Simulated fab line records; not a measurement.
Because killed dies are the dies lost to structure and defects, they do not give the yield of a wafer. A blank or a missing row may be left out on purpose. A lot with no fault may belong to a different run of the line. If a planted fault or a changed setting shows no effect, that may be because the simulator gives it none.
Lot-split experiment + flow n5 finfet + 21 wafers read from 7 lots, route of 1938 steps

ABOUT THE SPLIT
At N5_BEOL_M11_EXPOSE_08 (exposes mask M11), the setting dose mj was moved away from the recipe's 53.75 on 8 of the 21 wafers read, by -4.5% to +6.5%. The other wafers ran this setting at the recipe's value.

FROM THE SPLIT TO THE READING: what the file shows between them, 15 steps
- N5_BEOL_M11_PEB_09: peb time 60 s
- N5_BEOL_M11_DEVELOP_10: develop time 30 s
- N5_BEOL_M11_CD_MEAS_11: target cd 64.1 nm
- N5_BEOL_M11_DESCUM_16: chemistry O2, time 7.9 s
- N5_BEOL_M11_ETCH_61: etches SiARC in CF4, target depth 39 nm, time 65 s
- N5_BEOL_M11_ETCH_62: etches SOC in N2/H2, target depth 110 nm, overetch 22 nm, time 165 s
- N5_BEOL_M11_STRIP_68: strips in N2/H2
- N5_BEOL_M11_STRIP_67: strips in CF4
- N5_BEOL_M11_HM_OPEN_17: chemistry Cl2/BCl3, target TiN, target depth 20 nm, overetch 6 nm
- N5_BEOL_M11_STRIP_19: strips in O2
- N5_BEOL_M11_CD_MEAS_18: pitch 140 nm, target cd 70 nm
- N5_BEOL_M11_COAT_63: time 60 s, resist thk 100 nm
- N5_BEOL_M11_COAT_64: time 60 s, resist thk 30 nm
- N5_BEOL_M11_PRECLEAN_42: cleans in residue remover, time 60 s
- N5_BEOL_M11_SRD_43: time 30 s

THE READING
Shown in nm: cd nm at N5_BEOL_M11_CD_MEAS_35, with target cd 70 nm. A value of 69.5 nm with a standard deviation of 0.61 nm is what fault-free wafers of this fab line usually give.

| wafer  | tool, chamber at the split | dose mj as run | against the recipe | cd nm, nm | against lot-mates on the recipe |
|--------|----------------------------|----------------|--------------------|-----------|---------------------------------|
| L078.1 | arfi scanner-01, 0         | 53.75          | recipe             | 70.6      | -                               |
| L078.2 | arfi scanner-01, 0         | 53.75          | recipe             | 70.9      | -                               |
| L078.6 | arfi scanner-01, 0         | 53.75          | recipe             | 70.1      | -                               |
| L080.1 | arfi scanner-03, 0         | 56.2           | +4.6%              | 71.6      | +2.1                            |
| L080.2 | arfi scanner-03, 0         | 53.75          | recipe             | 69.5      | -                               |
| L080.6 | arfi scanner-03, 0         | 56.2           | +4.6%              | 71.6      | +2.1                            |
| L092.1 | arfi scanner-03, 0         | 53.75          | recipe             | 68.8      | -                               |
| L092.3 | arfi scanner-03, 0         | 55.67          | +3.6%              | 71.2      | +2.5                            |
| L092.4 | arfi scanner-03, 0         | 53.75          | recipe             | 68.7      | -                               |
| L093.2 | arfi scanner-03, 0         | 51.34          | -4.5%              | 67.6      | -1.8                            |
| L093.5 | arfi scanner-03, 0         | 53.75          | recipe             | 69.4      | -                               |
| L093.6 | arfi scanner-03, 0         | 51.34          | -4.5%              | 67.3      | -2.1                            |
| L094.3 | arfi scanner-03, 0         | 57.18          | +6.4%              | 72.2      | +2.7                            |
| L094.4 | arfi scanner-03, 0         | 57.18          | +6.4%              | 73.1      | +3.6                            |
| L094.5 | arfi scanner-03, 0         | 53.75          | recipe             | 69.5      | -                               |
| L096.1 | arfi scanner-03, 0         | 53.75          | recipe             | 70.5      | -                               |
| L096.5 | arfi scanner-03, 0         | 53.75          | recipe             | 70.6      | -                               |
| L096.6 | arfi scanner-03, 0         | 53.75          | recipe             | 70.2      | -                               |
| L097.2 | arfi scanner-02, 0         | 53.75          | recipe             | 69.6      | -                               |
| L097.4 | arfi scanner-02, 0         | 53.75          | recipe             | 69.5      | -                               |
| L097.5 | arfi scanner-02, 0         | 57.25          | +6.5%              | 72.6      | +3.0                            |

FIT RESULTS
A straight line over all 21 wafers: cd nm changes by +0.45 nm for each +1% of dose mj; r = +0.92; the points scatter about the line by 0.59 nm.
The same after taking each lot's own level away (the mean of its wafers on the recipe; 21 wafers): +0.477 nm for each +1%; r = +0.98; scatter 0.28 nm.
On that fit, the largest move of dose mj shifts the reading by 3.1 nm.
The lots' own levels span 68.75 to 70.53 nm, that is 2.9 times the standard deviation above.
The two slopes are in agreement: the lot-to-lot level therefore moves the slope only a little.
Check: with one of the wafers moved furthest among these (+6.5%) left out of the fit, the line predicts +3.19 nm for it against its lot-mates. It came out at +3.05 nm against them.

OTHER SPLITS APPLIED TO THESE WAFERS
These wafers also went through other splits before the reading. Each is held against what the fit with the lots' levels taken away leaves over:
| other split on the same wafers    | wafers away from the commonest value | r with cd nm (lot level and that fit taken away) |
|-----------------------------------|--------------------------------------|--------------------------------------------------|
| N5_BEOL_M10_VIA_ETCH_34 bias w    | 5                                    | +0.02                                            |
| N5_BEOL_M10_TRENCH_ETCH_37 bias w | 5                                    | -0.03                                            |
| N5_BEOL_M11_COAT_59 spin rpm      | 6                                    | +0.28                                            |

THE WHOLE CHAIN: every reading that the file lists as answering this split, in the file's order
| step                   | what it does                                                         | reading                                                                | change (the file's fit)               | r (the file's) |
|------------------------|----------------------------------------------------------------------|------------------------------------------------------------------------|---------------------------------------|----------------|
| N5_BEOL_M11_CD_MEAS_11 | target cd 64.1 nm                                                    | cd nm                                                                  | +0.539 nm for each +1% of the setting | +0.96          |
| N5_BEOL_M11_ETCH_61    | etches SiARC in CF4, target depth 39 nm, time 65 s                   | BEOL_M11.cd offset nm (the simulator's own value, which no gauge read) | +0.57 nm for each +1% of the setting  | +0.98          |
| N5_BEOL_M11_ETCH_62    | etches SOC in N2/H2, target depth 110 nm, overetch 22 nm, time 165 s | BEOL_M11.cd offset nm (the simulator's own value, which no gauge read) | +0.54 nm for each +1% of the setting  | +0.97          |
| N5_BEOL_M11_HM_OPEN_17 | chemistry Cl2/BCl3, target TiN, target depth 20 nm, overetch 6 nm    | BEOL_M11.cd offset nm (the simulator's own value, which no gauge read) | +0.531 nm for each +1% of the setting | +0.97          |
| N5_BEOL_M11_CD_MEAS_18 | pitch 140 nm, target cd 70 nm                                        | cd nm                                                                  | +0.527 nm for each +1% of the setting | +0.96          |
| N5_BEOL_M11_CD_MEAS_35 | target cd 70 nm                                                      | cd nm                                                                  | +0.488 nm for each +1% of the setting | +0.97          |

THE FILE'S OWN FIT
cd nm changes by +0.488 nm for each +1% of dose mj, r = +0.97.
